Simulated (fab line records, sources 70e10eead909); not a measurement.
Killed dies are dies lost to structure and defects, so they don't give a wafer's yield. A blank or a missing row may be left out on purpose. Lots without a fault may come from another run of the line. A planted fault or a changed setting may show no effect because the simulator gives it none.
Which tool did it? | flow nand_harc | 13 lots, 38 wafers sampled, at 5 steps of a route of 1302

WHAT THE GAUGES READ, wafer by wafer
NHARC_END_SORT_01. Usual: killed_at_array 56, standard deviation 20; killed_at_other 1, standard deviation 1.3; killed_at_periphery 3.5, standard deviation 2.7; killed_dies 60, standard deviation 20; killed_open 3.3, standard deviation 1.6; killed_short 2.4, standard deviation 1.5.
lot  | measured     | on        | killed_at_array | killed_at_other | killed_at_periphery | killed_dies | killed_open | killed_short | flag
L620 | day 31 04:21 | prober-02 | 105             | 0               | 2                   | 107         | 4           | 4            |

WHICH TOOL RAN EACH LOT (tool, then ch and the chambers of the sampled wafers, then the start)
lot  | NHARC_A_STAIRCASE_DEP_280       | NHARC_A_STAIRCASE_HM_OPEN_460                 | NHARC_A_STAIRCASE_PEB_308         | NHARC_A_STAIRCASE_ETCH_313
L605 | pecvd-03 ch 0,1,2, day 17 03:26 | rie_diel-09 ch 0,2,3, day 17 11:37 or earlier | litho_track-07 ch 0, day 17 11:37 | rie_diel-01 ch 1,2, day 17 12:01
L607 | pecvd-03 ch 0,1,2, day 17 13:49 | rie_diel-01 ch 0,3, day 17 19:31 or earlier   | litho_track-07 ch 0, day 17 19:31 | rie_diel-01 ch 1,2, day 17 19:55
L606 | pecvd-03 ch 1,2, day 17 15:07   | rie_diel-04 ch 0,1, day 17 20:56 or earlier   | litho_track-03 ch 0, day 17 20:56 | rie_diel-09 ch 0,3, day 18 01:14
L608 | pecvd-02 ch 0,1,2, day 18 13:26 | rie_diel-04 ch 1,2,3, day 19 02:56 or earlier | litho_track-05 ch 0, day 19 02:56 | rie_diel-04 ch 0,2,3, day 19 03:22
L609 | pecvd-02 ch 1,2, day 18 20:39   | rie_diel-01 ch 0,1,3, day 19 08:00 or earlier | litho_track-05 ch 0, day 19 08:00 | rie_diel-01 ch 0,2,3, day 19 08:25
L610 | pecvd-03 ch 0,1, day 18 22:31   | rie_diel-01 ch 0,2,3, day 19 08:44 or earlier | litho_track-03 ch 0, day 19 08:44 | rie_diel-04 ch 0,2,3, day 19 09:08
L617 | pecvd-02 ch 0,2, day 21 17:50   | rie_diel-04 ch 0,1, day 22 01:29 or earlier   | litho_track-05 ch 0, day 22 01:29 | rie_diel-01 ch 0,3, day 22 01:55
L619 | pecvd-04 ch 1,2, day 22 19:36   | rie_diel-09 ch 0,3, day 23 02:18 or earlier   | litho_track-05 ch 0, day 23 02:18 | rie_diel-01 ch 0,1,2, day 23 02:43
L618 | pecvd-02 ch 0,1,2, day 22 21:31 | rie_diel-09 ch 0,1,3, day 23 08:48 or earlier | litho_track-05 ch 0, day 23 08:48 | rie_diel-01 ch 0,1, day 23 09:17
L620 | pecvd-03 ch 0,1, day 23 07:18   | rie_diel-01 ch 0,1,2, day 23 15:50 or earlier | litho_track-07 ch 0, day 23 15:50 | rie_diel-04 ch 1,2,3, day 23 16:22
L624 | pecvd-04 ch 0,2, day 24 19:28   | rie_diel-01 ch 0,3, day 25 01:22 or earlier   | litho_track-07 ch 0, day 25 01:22 | rie_diel-09 ch 1,2,3, day 25 02:05
L626 | pecvd-04 ch 1,2, day 25 15:17   | rie_diel-09 ch 2,3, day 25 21:43 or earlier   | litho_track-07 ch 0, day 25 21:43 | rie_diel-01 ch 0,1,3, day 25 22:08
L627 | pecvd-03 ch 0,1, day 25 18:11   | rie_diel-01 ch 1,2, day 25 23:49 or earlier   | litho_track-03 ch 0, day 25 23:49 | rie_diel-01 ch 0,1,2, day 26 00:13
- NHARC_A_STAIRCASE_DEP_280: deposits SiON, target thk 30 nm.
- NHARC_A_STAIRCASE_HM_OPEN_460: chemistry O2/COS.
- NHARC_A_STAIRCASE_PEB_308: peb time 130 s.
- NHARC_A_STAIRCASE_ETCH_313: etches the open film in CF4/CHF3.

WHAT THE TOOLS THEMSELVES READ (means of the sampled wafers that have a number; where no wafer has one, the mark that the record gives instead)
NHARC_A_STAIRCASE_DEP_280. Usual: heater_power_w 719 W, standard deviation 92.
lot  | tool     | heater_power_w (W) | flag
L605 | pecvd-03 | 748                |
L607 | pecvd-03 | 756                |
L606 | pecvd-03 | 675                |
L608 | pecvd-02 | 670                |
L609 | pecvd-02 | 633                |
L610 | pecvd-03 | 700                |
L617 | pecvd-02 | 730                |
L619 | pecvd-04 | 686                |
L618 | pecvd-02 | 692                |
L620 | pecvd-03 | 751                |
L624 | pecvd-04 | 637                |
L626 | pecvd-04 | 711                |
L627 | pecvd-03 | 739                |

NHARC_A_STAIRCASE_HM_OPEN_460. Usual: drypump_motor_current_A 5.6 A, standard deviation 0.43; oes_product_au 0.998 a.u., standard deviation 0.0077; rf_vpp_V 467 V, standard deviation 3.3; showerhead_plenum_p_Torr 3.11 Torr, standard deviation 0.15; throttle_valve_pct 28.330 %, standard deviation 0.0079.
lot  | tool        | drypump_motor_current_A (A) | oes_product_au (a.u.) | rf_vpp_V (V) | showerhead_plenum_p_Torr (Torr) | throttle_valve_pct (%) | flag
L605 | rie_diel-09 | 5.4                         | 0.993                 | 467          | 3.12                            | 28.333                 |
L607 | rie_diel-01 | 6.0                         | 0.994                 | 463          | 2.94                            | 28.323                 |
L606 | rie_diel-04 | 5.7                         | 0.990                 | 468          | 3.15                            | 28.334                 |
L608 | rie_diel-04 | 5.8                         | 1.003                 | 470          | 3.24                            | 28.326                 |
L609 | rie_diel-01 | 5.8                         | 1.001                 | 463          | 2.94                            | 28.337                 |
L610 | rie_diel-01 | 6.0                         | 0.986                 | 465          | 3.02                            | 28.332                 |
L617 | rie_diel-04 | 5.6                         | 0.986                 | 467          | 3.11                            | 28.325                 |
L619 | rie_diel-09 | 5.2                         | 1.001                 | 466          | 3.12                            | 28.324                 |
L618 | rie_diel-09 | 5.3                         | 1.010                 | 468          | 3.17                            | 28.337                 |
L620 | rie_diel-01 | 5.5                         | 0.993                 | 464          | 2.99                            | 28.324                 |
L624 | rie_diel-01 | 6.3                         | 0.991                 | 466          | 3.08                            | 28.325                 |
L626 | rie_diel-09 | 5.4                         | 1.010                 | 467          | 3.14                            | 28.329                 |
L627 | rie_diel-01 | 5.3                         | 0.993                 | 465          | 2.99                            | 28.341                 |

NHARC_A_STAIRCASE_PEB_308. Usual: heater_power_total_W 123.86 W, standard deviation 0.21.
lot  | tool           | heater_power_total_W (W) | flag
L605 | litho_track-07 | 123.81                   |
L607 | litho_track-07 | 123.87                   |
L606 | litho_track-03 | 124.01                   |
L608 | litho_track-05 | 123.81                   |
L609 | litho_track-05 | 123.98                   |
L610 | litho_track-03 | 123.85                   |
L617 | litho_track-05 | 130.04                   | OFF
L619 | litho_track-05 | 127.75                   | OFF
L618 | litho_track-05 | 132.09                   | OFF
L620 | litho_track-07 | 123.92                   |
L624 | litho_track-07 | 124.03                   |
L626 | litho_track-07 | 123.91                   |
L627 | litho_track-03 | 123.85                   |

NHARC_A_STAIRCASE_ETCH_313. Usual: drypump_motor_current_A 5.6 A, standard deviation 0.42; oes_product_au 0.935 a.u., standard deviation 0.017; rf_vpp_V 370.2 V, standard deviation 2.7; showerhead_plenum_p_Torr 1.56 Torr, standard deviation 0.075; throttle_valve_pct 16.801 %, standard deviation 0.0094.
lot  | tool        | drypump_motor_current_A (A) | oes_product_au (a.u.) | rf_vpp_V (V) | showerhead_plenum_p_Torr (Torr) | throttle_valve_pct (%) | flag
L605 | rie_diel-01 | 5.3                         | 0.958                 | 368.8        | 1.52                            | 16.796                 |
L607 | rie_diel-01 | 5.4                         | 0.914                 | 370.3        | 1.57                            | 16.798                 |
L606 | rie_diel-09 | 5.3                         | 0.934                 | 371.5        | 1.60                            | 16.808                 |
L608 | rie_diel-04 | 5.7                         | 0.933                 | 371.0        | 1.61                            | 16.800                 |
L609 | rie_diel-01 | 6.0                         | 0.926                 | 368.4        | 1.52                            | 16.797                 |
L610 | rie_diel-04 | 5.7                         | 0.921                 | 371.5        | 1.61                            | 16.798                 |
L617 | rie_diel-01 | 6.2                         | 0.926                 | 367.1        | 1.48                            | 16.797                 |
L619 | rie_diel-01 | 5.5                         | 0.950                 | 368.3        | 1.51                            | 16.805                 |
L618 | rie_diel-01 | 5.6                         | 0.923                 | 366.3        | 1.46                            | 16.800                 |
L620 | rie_diel-04 | 5.8                         | 0.946                 | 371.9        | 1.62                            | 16.802                 |
L624 | rie_diel-09 | 5.4                         | 0.958                 | 370.5        | 1.58                            | 16.811                 |
L626 | rie_diel-01 | 5.9                         | 0.929                 | 369.3        | 1.55                            | 16.797                 |
L627 | rie_diel-01 | 5.5                         | 0.919                 | 371.0        | 1.58                            | 16.802                 |

THE ANSWER, worked out from the rows above alone
Rule: a lot is off if the mean of its wafers that have a number lies more than 3 standard deviations from the usual mean. A lot without any number at a reading at which 4 lots or more have one is off too. The other lots that the step has rows for count as sound. The gauges are gone through in route order, then the tools' own readings, and for those a lot's mean is taken as printed above. The first step at which some lot is off is used, and at that step the reading that is off furthest; a lot without a number counts as furthest.
Off: L617, L619, L618, at NHARC_A_STAIRCASE_PEB_308 (heater_power_total_W).
A tool fits if, at that step or a process step before it, it ran every lot that is off, and no sound lot after the first of them. NHARC_A_STAIRCASE_HM_OPEN_460 gives no start for some lots, so the hours and the order of its lots are those of NHARC_A_STAIRCASE_PEB_308. One fits: litho_track-05 at NHARC_A_STAIRCASE_PEB_308. Its last sound lot is L609 (day 19 08:00), its first lot that is off L617 (day 22 01:29): a fault that began between those two fits.
The tool's own readings at NHARC_A_STAIRCASE_PEB_308 bear it out: on the lots that are off they differ by more than 5 times the standard deviation of the sound lots' means. heater_power_total_W reads 129.96 W there against 123.90 W on the sound lots.

WHAT THE SIMULATOR HAD PUT IN
Process parameter drift: litho_track-05, from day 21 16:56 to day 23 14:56, at NHARC_A_STAIRCASE_PEB_308. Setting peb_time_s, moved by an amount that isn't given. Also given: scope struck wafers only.
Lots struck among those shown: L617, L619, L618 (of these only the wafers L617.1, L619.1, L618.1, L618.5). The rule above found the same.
